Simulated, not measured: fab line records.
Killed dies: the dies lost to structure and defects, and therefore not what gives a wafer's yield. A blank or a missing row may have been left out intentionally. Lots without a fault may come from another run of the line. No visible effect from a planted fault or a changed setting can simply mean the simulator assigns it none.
Which tool is to blame? ; flow nand harc ; 24 lots, 72 wafers sampled, at 6 steps of a route of 1302

WHAT THE GAUGES SHOWED, per wafer
The record lacks any reading of a measuring or inspecting step that a usual standard deviation could be used to judge.

EACH LOT AND THE TOOL THAT RAN IT (in order: tool; ch and the chambers of the sampled wafers; start)
lot;NHARC_A_STAIRCASE_ETCH_194;NHARC_A_STAIRCASE_ETCH_199;NHARC_A_STAIRCASE_ETCH_203;NHARC_A_STAIRCASE_TRIM_226;NHARC_A_STAIRCASE_STRIP_274;NHARC_A_STAIRCASE_HM_DEP_459
L074;rie diel-07 ch 0,1, day 16 21:22 or earlier;rie diel-01 ch 2,3, day 16 21:22 or earlier;rie diel-01 ch 1,2, day 16 21:22 or earlier;rie diel-07 ch 0,3, day 16 21:22 or earlier;rie diel-01 ch 0,1, day 16 21:22 or earlier;acl dep-03 ch 0, day 16 21:22
L075;rie diel-03 ch 0,1,2, day 17 14:09 or earlier;rie diel-03 ch 0,1,2, day 17 14:09 or earlier;rie diel-03 ch 0,1,3, day 17 14:09 or earlier;rie diel-03 ch 2,3, day 17 14:09 or earlier;rie diel-07 ch 0,2,3, day 17 14:09 or earlier;acl dep-01 ch 0, day 17 14:09
L076;rie diel-07 ch 1,3, day 17 20:02 or earlier;rie diel-07 ch 0,1,2, day 17 20:02 or earlier;rie diel-07 ch 0,1,3, day 17 20:02 or earlier;rie diel-07 ch 2,3, day 17 20:02 or earlier;rie diel-03 ch 1,2, day 17 20:02 or earlier;acl dep-01 ch 0, day 17 20:02
L077;rie diel-03 ch 1,2, day 18 00:10 or earlier;rie diel-07 ch 0,1,2, day 18 00:10 or earlier;rie diel-07 ch 0,1,3, day 18 00:10 or earlier;rie diel-03 ch 0,1,3, day 18 00:10 or earlier;rie diel-03 ch 0,2,3, day 18 00:10 or earlier;acl dep-03 ch 0, day 18 00:10
L079;rie diel-07 ch 0,2,3, day 18 07:08 or earlier;rie diel-01 ch 2,3, day 18 07:08 or earlier;rie diel-01 ch 0,1,2, day 18 07:08 or earlier;rie diel-01 ch 1,3, day 18 07:08 or earlier;rie diel-01 ch 2,3, day 18 07:08 or earlier;acl dep-03 ch 0, day 18 07:08
L078;rie diel-07 ch 0,1,3, day 18 09:43 or earlier;rie diel-07 ch 0,1,2, day 18 09:43 or earlier;rie diel-07 ch 0,2,3, day 18 09:43 or earlier;rie diel-03 ch 1,2,3, day 18 09:43 or earlier;rie diel-07 ch 1,2,3, day 18 09:43 or earlier;acl dep-02 ch 0, day 18 09:43
L080;rie diel-03 ch 0,1,3, day 18 15:11 or earlier;rie diel-03 ch 0,1,2, day 18 15:11 or earlier;rie diel-03 ch 0,1,2, day 18 15:11 or earlier;rie diel-01 ch 0,1,2, day 18 15:11 or earlier;rie diel-01 ch 0,2,3, day 18 15:11 or earlier;acl dep-02 ch 0, day 18 15:11
L082;rie diel-07 ch 1,2,3, day 19 15:03 or earlier;rie diel-07 ch 1,3, day 19 15:03 or earlier;rie diel-07 ch 0,1,3, day 19 15:03 or earlier;rie diel-01 ch 0,1,2, day 19 15:03 or earlier;rie diel-01 ch 2,3, day 19 15:03 or earlier;acl dep-02 ch 0, day 19 15:03
L081;rie diel-07 ch 0,3, day 19 15:13 or earlier;rie diel-03 ch 0,1,2, day 19 15:13 or earlier;rie diel-03 ch 0,1, day 19 15:13 or earlier;rie diel-01 ch 0,2, day 19 15:13 or earlier;rie diel-07 ch 1,2,3, day 19 15:13 or earlier;acl dep-01 ch 0, day 19 15:13
L084;rie diel-01 ch 0,1, day 20 20:56 or earlier;rie diel-01 ch 2,3, day 20 20:56 or earlier;rie diel-01 ch 1,2,3, day 20 20:56 or earlier;rie diel-07 ch 0,3, day 20 20:56 or earlier;rie diel-01 ch 0,2,3, day 20 20:56 or earlier;acl dep-01 ch 0, day 20 20:56
L083;rie diel-01 ch 0,2,3, day 21 05:50 or earlier;rie diel-01 ch 0,3, day 21 05:50 or earlier;rie diel-01 ch 0,1,2, day 21 05:50 or earlier;rie diel-07 ch 0,1,2, day 21 05:50 or earlier;rie diel-03 ch 0,1,3, day 21 05:50 or earlier;acl dep-02 ch 0, day 21 05:50
L085;rie diel-01 ch 1,2,3, day 20 22:45 or earlier;rie diel-01 ch 0,1, day 20 22:45 or earlier;rie diel-01 ch 0,2,3, day 20 22:45 or earlier;rie diel-03 ch 0,1, day 20 22:45 or earlier;rie diel-03 ch 0,2,3, day 20 22:45 or earlier;acl dep-03 ch 0, day 20 22:45
L086;rie diel-01 ch 0,1,2, day 21 18:22 or earlier;rie diel-01 ch 0,1,2, day 21 18:22 or earlier;rie diel-01 ch 1,2,3, day 21 18:22 or earlier;rie diel-01 ch 0,2,3, day 21 18:22 or earlier;rie diel-07 ch 0,1,2, day 21 18:22 or earlier;acl dep-01 ch 0, day 21 18:22
L087;rie diel-03 ch 0,3, day 22 02:41 or earlier;rie diel-03 ch 0,2,3, day 22 02:41 or earlier;rie diel-03 ch 1,2,3, day 22 02:41 or earlier;rie diel-03 ch 0,3, day 22 02:41 or earlier;rie diel-01 ch 0,1,2, day 22 02:41 or earlier;acl dep-03 ch 0, day 22 02:41
L088;rie diel-07 ch 1,3, day 22 21:12 or earlier;rie diel-07 ch 1,2,3, day 22 21:12 or earlier;rie diel-07 ch 0,3, day 22 21:12 or earlier;rie diel-07 ch 0,1,2, day 22 21:12 or earlier;rie diel-01 ch 0,3, day 22 21:12 or earlier;acl dep-02 ch 0, day 22 21:12
L089;rie diel-07 ch 0,2,3, day 22 23:28 or earlier;rie diel-07 ch 0,2,3, day 22 23:28 or earlier;rie diel-07 ch 1,2,3, day 22 23:28 or earlier;rie diel-07 ch 1,2,3, day 22 23:28 or earlier;rie diel-03 ch 0,1,2, day 22 23:28 or earlier;acl dep-03 ch 0, day 22 23:28
L091;rie diel-07 ch 0,2,3, day 23 05:44 or earlier;rie diel-07 ch 0,1,2, day 23 05:44 or earlier;rie diel-07 ch 1,2,3, day 23 05:44 or earlier;rie diel-03 ch 0,1,3, day 23 05:44 or earlier;rie diel-03 ch 0,1,2, day 23 05:44 or earlier;acl dep-03 ch 0, day 23 05:44
L090;rie diel-03 ch 0,2,3, day 23 10:43 or earlier;rie diel-03 ch 0,2,3, day 23 10:43 or earlier;rie diel-03 ch 1,2, day 23 10:43 or earlier;rie diel-07 ch 0,1,3, day 23 10:43 or earlier;rie diel-01 ch 0,1, day 23 10:43 or earlier;acl dep-02 ch 0, day 23 10:43
L092;rie diel-03 ch 2,3, day 24 04:11 or earlier;rie diel-07 ch 2,3, day 24 04:11 or earlier;rie diel-07 ch 0,1,2, day 24 04:11 or earlier;rie diel-03 ch 0,1,2, day 24 04:11 or earlier;rie diel-03 ch 0,2, day 24 04:11 or earlier;acl dep-02 ch 0, day 24 04:11
L094;rie diel-01 ch 0,1,3, day 24 11:16 or earlier;rie diel-03 ch 0,1,3, day 24 11:16 or earlier;rie diel-03 ch 0,1,3, day 24 11:16 or earlier;rie diel-01 ch 0,2,3, day 24 11:16 or earlier;rie diel-03 ch 0,1,3, day 24 11:16 or earlier;acl dep-01 ch 0, day 24 11:16
L093;rie diel-07 ch 1,2,3, day 24 12:34 or earlier;rie diel-07 ch 1,2, day 24 12:34 or earlier;rie diel-07 ch 0,1, day 24 12:34 or earlier;rie diel-07 ch 2,3, day 24 12:34 or earlier;rie diel-03 ch 0,2,3, day 24 12:34;acl dep-02 ch 0, day 24 15:38
L095;rie diel-03 ch 0,1, day 25 06:40 or earlier;rie diel-03 ch 0,2, day 25 06:40 or earlier;rie diel-03 ch 0,1, day 25 06:40 or earlier;rie diel-07 ch 0,1, day 25 06:40 or earlier;rie diel-07 ch 1,2,3, day 25 06:40 or earlier;acl dep-03 ch 0, day 25 06:40
L096;rie diel-03 ch 0,1, day 25 19:23 or earlier;rie diel-03 ch 2,3, day 25 19:23 or earlier;rie diel-03 ch 0,2,3, day 25 19:23 or earlier;rie diel-07 ch 1,3, day 25 19:23 or earlier;rie diel-01 ch 0,3, day 25 19:23 or earlier;acl dep-03 ch 0, day 25 19:23
L097;rie diel-01 ch 0,3, day 25 21:55 or earlier;rie diel-01 ch 0,2,3, day 25 21:55 or earlier;rie diel-01 ch 0,1,3, day 25 21:55 or earlier;rie diel-07 ch 1,2, day 25 21:55 or earlier;rie diel-01 ch 1,2,3, day 25 21:55 or earlier;acl dep-01 ch 0, day 25 21:55
- NHARC_A_STAIRCASE_ETCH_194: etches the open film in C4F8/O2, target depth 100 nm, time 40.5 s.
- NHARC_A_STAIRCASE_ETCH_199: etches the open film in C4F8/O2, target depth 100 nm, time 40.5 s.
- NHARC_A_STAIRCASE_ETCH_203: etches the open film in C4F8/O2, target depth 100 nm, time 40.5 s.
- NHARC_A_STAIRCASE_TRIM_226: chemistry O2, time 211.2 s.
- NHARC_A_STAIRCASE_STRIP_274: strips in O2.
- NHARC_A_STAIRCASE_HM_DEP_459: deposits aC, target thk 1500 nm.

WHAT THE TOOLS THEMSELVES READ (means of the sampled wafers that have a number; where no wafer has one, the mark that the record gives instead)
NHARC_A_STAIRCASE_ETCH_194. Usual: oes product au 0.942 a.u., standard deviation 0.011; rf vpp V 896 V, standard deviation 4.2.
lot;tool;oes product au (a.u.);rf vpp V (V);flag
L074;rie diel-07;0.929;896;
L075;rie diel-03;0.952;898;
L076;rie diel-07;0.943;899;
L077;rie diel-03;0.936;897;
L079;rie diel-07;0.930;894;
L078;rie diel-07;0.932;897;
L080;rie diel-03;0.943;896;
L082;rie diel-07;0.942;894;
L081;rie diel-07;0.948;897;
L084;rie diel-01;0.927;895;
L083;rie diel-01;0.931;894;
L085;rie diel-01;0.939;894;
L086;rie diel-01;0.944;893;
L087;rie diel-03;0.944;899;
L088;rie diel-07;0.934;898;
L089;rie diel-07;0.952;894;
L091;rie diel-07;0.942;894;
L090;rie diel-03;0.947;900;
L092;rie diel-03;0.947;901;
L094;rie diel-01;0.952;894;
L093;rie diel-07;0.951;893;
L095;rie diel-03;0.953;894;
L096;rie diel-03;0.939;893;
L097;rie diel-01;0.952;895;

NHARC_A_STAIRCASE_ETCH_199. Usual: oes product au 0.946 a.u., standard deviation 0.012; rf vpp V 895 V, standard deviation 4.3.
lot;tool;oes product au (a.u.);rf vpp V (V);flag
L074;rie diel-01;0.967;895;
L075;rie diel-03;0.952;897;
L076;rie diel-07;0.941;894;
L077;rie diel-07;0.954;893;
L079;rie diel-01;0.953;893;
L078;rie diel-07;0.935;893;
L080;rie diel-03;0.948;897;
L082;rie diel-07;0.938;896;
L081;rie diel-03;0.962;897;
L084;rie diel-01;0.935;892;
L083;rie diel-01;0.939;897;
L085;rie diel-01;0.940;895;
L086;rie diel-01;0.952;894;
L087;rie diel-03;0.947;900;
L088;rie diel-07;0.931;893;
L089;rie diel-07;0.940;894;
L091;rie diel-07;0.943;891;
L090;rie diel-03;0.946;899;
L092;rie diel-07;0.961;892;
L094;rie diel-03;0.958;895;
L093;rie diel-07;0.948;891;
L095;rie diel-03;0.959;899;
L096;rie diel-03;0.938;902;
L097;rie diel-01;0.950;893;

NHARC_A_STAIRCASE_ETCH_203. Usual: oes product au 0.945 a.u., standard deviation 0.01; rf vpp V 895 V, standard deviation 4.
lot;tool;oes product au (a.u.);rf vpp V (V);flag
L074;rie diel-01;0.947;893;
L075;rie diel-03;0.948;897;
L076;rie diel-07;0.937;897;
L077;rie diel-07;0.947;896;
L079;rie diel-01;0.952;893;
L078;rie diel-07;0.936;895;
L080;rie diel-03;0.946;897;
L082;rie diel-07;0.947;897;
L081;rie diel-03;0.950;894;
L084;rie diel-01;0.949;893;
L083;rie diel-01;0.947;893;
L085;rie diel-01;0.949;895;
L086;rie diel-01;0.949;893;
L087;rie diel-03;0.936;900;
L088;rie diel-07;0.937;898;
L089;rie diel-07;0.941;894;
L091;rie diel-07;0.942;894;
L090;rie diel-03;0.944;896;
L092;rie diel-07;0.936;892;
L094;rie diel-03;0.942;895;
L093;rie diel-07;0.930;893;
L095;rie diel-03;0.950;894;
L096;rie diel-03;0.949;898;
L097;rie diel-01;0.942;894;

NHARC_A_STAIRCASE_TRIM_226. Usual: drypump motor current A 6.0 A, standard deviation 0.36; oes product au 1.000 a.u., standard deviation 0.011; rf vpp V 57.8 V, standard deviation 0.86; showerhead plenum p Torr 3.50 Torr, standard deviation 0.11; throttle valve pct 17.036 %, standard deviation 0.0087.
lot;tool;drypump motor current A (A);oes product au (a.u.);rf vpp V (V);showerhead plenum p Torr (Torr);throttle valve pct (%);flag
L074;rie diel-07;5.6;1.009;57.9;3.61;17.031;
L075;rie diel-03;6.1;0.998;58.0;3.69;17.033;
L076;rie diel-07;5.8;1.008;58.2;3.55;17.036;
L077;rie diel-03;6.2;1.004;58.2;3.54;17.032;
L079;rie diel-01;6.5;0.995;57.8;3.51;17.035;
L078;rie diel-03;6.2;1.000;57.9;3.62;17.038;
L080;rie diel-01;6.0;0.987;57.4;3.46;17.035;
L082;rie diel-01;6.1;0.997;58.2;3.46;17.034;
L081;rie diel-01;5.9;1.002;57.5;3.45;17.044;
L084;rie diel-07;5.4;1.011;57.5;3.53;17.041;
L083;rie diel-07;5.6;0.996;57.3;3.43;17.038;
L085;rie diel-03;6.2;0.989;57.6;3.47;17.040;
L086;rie diel-01;6.0;1.000;57.4;3.48;17.033;
L087;rie diel-03;6.1;1.004;58.0;3.54;17.028;
L088;rie diel-07;5.6;1.011;58.2;3.42;17.039;
L089;rie diel-07;5.9;1.003;57.4;3.48;17.036;
L091;rie diel-03;6.2;0.998;57.9;3.52;17.024;
L090;rie diel-07;5.7;1.002;58.5;3.53;17.035;
L092;rie diel-03;6.2;0.989;57.9;3.54;17.032;
L094;rie diel-01;6.1;0.996;58.4;3.47;17.040;
L093;rie diel-07;5.8;1.009;57.8;3.51;17.031;
L095;rie diel-07;5.7;0.990;57.4;3.47;17.026;
L096;rie diel-07;6.0;0.992;57.9;3.52;17.030;
L097;rie diel-07;5.9;0.992;57.2;3.41;17.039;

NHARC_A_STAIRCASE_STRIP_274. Usual: drypump motor current A 6.1 A, standard deviation 0.33; oes product au 1.000 a.u., standard deviation 0.0096; rf vpp V 57.7 V, standard deviation 0.85; showerhead plenum p Torr 3.51 Torr, standard deviation 0.11; throttle valve pct 17.036 %, standard deviation 0.0087.
lot;tool;drypump motor current A (A);oes product au (a.u.);rf vpp V (V);showerhead plenum p Torr (Torr);throttle valve pct (%);flag
L074;rie diel-01;6.0;0.995;57.5;3.50;17.043;
L075;rie diel-07;5.6;0.999;57.6;3.49;17.034;
L076;rie diel-03;6.1;0.997;58.6;3.64;17.030;
L077;rie diel-03;6.1;1.003;57.8;3.63;17.028;
L079;rie diel-01;6.2;0.995;58.0;3.46;17.035;
L078;rie diel-07;5.8;1.003;57.8;3.49;17.029;
L080;rie diel-01;6.1;0.997;58.0;3.49;17.048;
L082;rie diel-01;6.2;1.000;58.1;3.45;17.039;
L081;rie diel-07;5.9;1.003;57.7;3.48;17.031;
L084;rie diel-01;6.1;0.997;57.9;3.48;17.042;
L083;rie diel-03;6.2;0.986;58.0;3.53;17.037;
L085;rie diel-03;6.1;1.008;57.7;3.62;17.035;
L086;rie diel-07;5.7;1.002;56.9;3.43;17.042;
L087;rie diel-01;6.1;0.999;57.9;3.44;17.043;
L088;rie diel-01;6.0;1.011;58.2;3.51;17.032;
L089;rie diel-03;6.1;1.003;58.3;3.54;17.046;
L091;rie diel-03;6.1;1.002;57.7;3.54;17.036;
L090;rie diel-01;6.0;1.012;57.5;3.48;17.036;
L092;rie diel-03;6.0;1.010;57.1;3.55;17.034;
L094;rie diel-03;6.2;0.993;57.9;3.52;17.028;
L093;rie diel-03;6.1;1.004;58.1;3.60;17.044;
L095;rie diel-07;5.9;0.994;57.4;3.46;17.031;
L096;rie diel-01;6.2;0.997;58.1;3.50;17.030;
L097;rie diel-01;6.3;1.008;58.1;3.43;17.034;

NHARC_A_STAIRCASE_HM_DEP_459. Usual: throttle valve pct at 35.000 %, with a standard deviation of 0.009.
lot;tool;throttle valve pct (%);flag
L074;acl dep-03;34.991;
L075;acl dep-01;34.996;
L076;acl dep-01;35.000;
L077;acl dep-03;35.006;
L079;acl dep-03;35.006;
L078;acl dep-02;35.005;
L080;acl dep-02;35.001;
L082;acl dep-02;34.997;
L081;acl dep-01;35.000;
L084;acl dep-01;34.992;
L083;acl dep-02;35.014;
L085;acl dep-03;35.001;
L086;acl dep-01;35.002;
L087;acl dep-03;35.006;
L088;acl dep-02;34.995;
L089;acl dep-03;35.002;
L091;acl dep-03;35.006;
L090;acl dep-02;34.998;
L092;acl dep-02;34.999;
L094;acl dep-01;35.008;
L093;acl dep-02;34.993;
L095;acl dep-03;35.010;
L096;acl dep-03;35.000;
L097;acl dep-01;35.000;

THE ANSWER, worked out from the rows above alone
Rule: lot off if the mean of its wafers having a number is beyond 3 standard deviations from the usual mean. Also off: a lot with no number at a reading for which 4 or more lots have one. All remaining lots with rows at the step are treated as sound. First the gauges in route order, then the tools' own readings, where a lot's mean is used as printed above. The first step at which some lot is off is used, and at that step the reading that is off furthest; a lot without a number counts as furthest.
None of the lots is off at any reading shown; this tells nothing.

WHAT THE SIMULATOR HAD INSERTED
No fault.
